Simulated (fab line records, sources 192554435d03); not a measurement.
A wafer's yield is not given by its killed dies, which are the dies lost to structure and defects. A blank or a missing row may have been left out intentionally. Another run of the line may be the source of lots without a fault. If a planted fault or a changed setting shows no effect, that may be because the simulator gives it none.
Matching of chambers ; flow n5-finfet ; 4 sister chambers for N5_HKMG_FIN_DESCUM_53 on rie-diel-05
The step chemistry O2, time 7.9 s. 16 wafers are shown with their chamber, then 8 later ones without.

WAFERS PAIRED WITH THEIR CHAMBERS
wafer;chamber;throttle-valve-pct (%);showerhead-plenum-p-Torr (Torr);drypump-motor-current-A (A)
L074.2;2;20.41;2.11;6.14
L074.3;0;20.18;2.14;5.56
L074.6;0;20.19;2.14;5.58
L076.1;2;20.42;2.11;6.13
L076.4;2;20.41;2.11;6.15
L076.5;0;20.20;2.14;5.59
L078.1;3;20.59;2.06;5.87
L078.2;0;20.20;2.13;5.57
L078.3;1;20.17;2.13;5.79
L079.2;1;20.15;2.13;5.80
L079.4;0;20.21;2.13;5.58
L079.6;1;20.16;2.13;5.80
L082.4;2;20.43;2.11;6.14
L082.5;0;20.22;2.13;5.53
L082.6;3;20.59;2.06;5.94
L083.2;0;20.21;2.13;5.57

SIGNATURES (averages over the wafers above)
reading;chamber 0;chamber 1;chamber 2;chamber 3;scatter within a chamber
throttle-valve-pct;20.2014;20.1600;20.4175;20.5900;0.0114
showerhead-plenum-p-Torr;2.1343;2.1300;2.1100;2.0600;0.00378
drypump-motor-current-A;5.5686;5.7967;6.1400;5.9050;0.0204
Rule: a wafer lies at a distance from a chamber equal to the root of the sum of squares, over the readings, of (its reading less the chamber's mean, divided by the reading's scatter). The wafer belongs to the nearest chamber; if the next one is less than 2 further off, it can't be placed. The scatter: the root of (the sum of the squares of (reading less its chamber's mean) over the shown wafers, divided by (wafers less chambers)).

WAFERS MISSING THEIR CHAMBER
wafer;throttle-valve-pct (%);showerhead-plenum-p-Torr (Torr);drypump-motor-current-A (A)
L083.3;20.43;2.11;6.15
L083.5;20.44;2.11;6.15
L095.1;20.50;2.10;6.14
L095.4;20.47;2.10;6.13
L095.5;20.27;2.12;5.55
L097.1;19.81;2.12;5.81
L097.5;20.48;2.09;6.17
L097.6;19.80;2.12;5.82

WHICH CHAMBER EACH ONE RAN IN
wafer;from the rows above;in truth
L083.3;2;2
L083.5;2;2
L095.1;2;2
L095.4;2;2
L095.5;0;0
L097.1;1;1
L097.5;2;2
L097.6;1;1
Correct placement for 8 of the 8. Can't be placed from these rows: 0. Wrongly placed: 0.
